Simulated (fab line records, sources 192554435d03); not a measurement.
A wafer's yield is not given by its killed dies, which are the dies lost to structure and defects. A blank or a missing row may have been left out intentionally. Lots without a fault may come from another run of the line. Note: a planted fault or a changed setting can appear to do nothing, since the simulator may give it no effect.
Matching of chambers / flow n5Finfet / 4 sister chambers for N5_BEOL_M11_STRIP_19 on rieDiel-02
The step strips in O2. 4 wafers are shown with their chamber, then 12 later ones without.

## EACH WAFER AND ITS CHAMBER
wafer=L085.2; chamber=2; drypumpMotorCurrentA (A)=5.5
wafer=L085.3; chamber=3; drypumpMotorCurrentA (A)=5.2
wafer=L085.5; chamber=0; drypumpMotorCurrentA (A)=5.5
wafer=L085.6; chamber=1; drypumpMotorCurrentA (A)=6.1

## WAFERS WITHOUT THEIR CHAMBER
wafer=L091.3; drypumpMotorCurrentA (A)=6.1
wafer=L091.4; drypumpMotorCurrentA (A)=5.5
wafer=L091.5; drypumpMotorCurrentA (A)=5.5
wafer=L095.1; drypumpMotorCurrentA (A)=5.5
wafer=L095.2; drypumpMotorCurrentA (A)=6.1
wafer=L095.3; drypumpMotorCurrentA (A)=5.2
wafer=L095.4; drypumpMotorCurrentA (A)=5.5
wafer=L095.5; drypumpMotorCurrentA (A)=6.1
wafer=L095.6; drypumpMotorCurrentA (A)=5.1
wafer=L096.3; drypumpMotorCurrentA (A)=5.5
wafer=L096.4; drypumpMotorCurrentA (A)=6.1
wafer=L096.5; drypumpMotorCurrentA (A)=6.1

## WHICH CHAMBER EACH WENT THROUGH
wafer=L091.3; from the rows above=1; in truth=1
wafer=L091.4; from the rows above=can't be placed: 0 or 2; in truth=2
wafer=L091.5; from the rows above=can't be placed: 0 or 2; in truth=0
wafer=L095.1; from the rows above=can't be placed: 0 or 2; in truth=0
wafer=L095.2; from the rows above=1; in truth=1
wafer=L095.3; from the rows above=3; in truth=3
wafer=L095.4; from the rows above=can't be placed: 0 or 2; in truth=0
wafer=L095.5; from the rows above=1; in truth=1
wafer=L095.6; from the rows above=3; in truth=3
wafer=L096.3; from the rows above=can't be placed: 0 or 2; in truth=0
wafer=L096.4; from the rows above=1; in truth=1
wafer=L096.5; from the rows above=1; in truth=1
Correct placement for 7 of the 12. Unplaceable from these rows: 5, with the true chamber sitting among the candidates in 5. Placed wrongly: 0.
How it was worked out, from the rows above alone: a wafer's distance from a chamber is the root of the sum, over the readings, of the square of ((its reading less the chamber's mean) divided by the reading's scatter). If the next closest chamber is less than 2 further off than the closest, the wafer can't be placed; otherwise it belongs to the closest. A chamber's mean is the mean of its shown wafers. The scatter (one wafer shown for each chamber): square how far every hidden wafer sits from the nearest shown wafer, average those squares and take the square root.
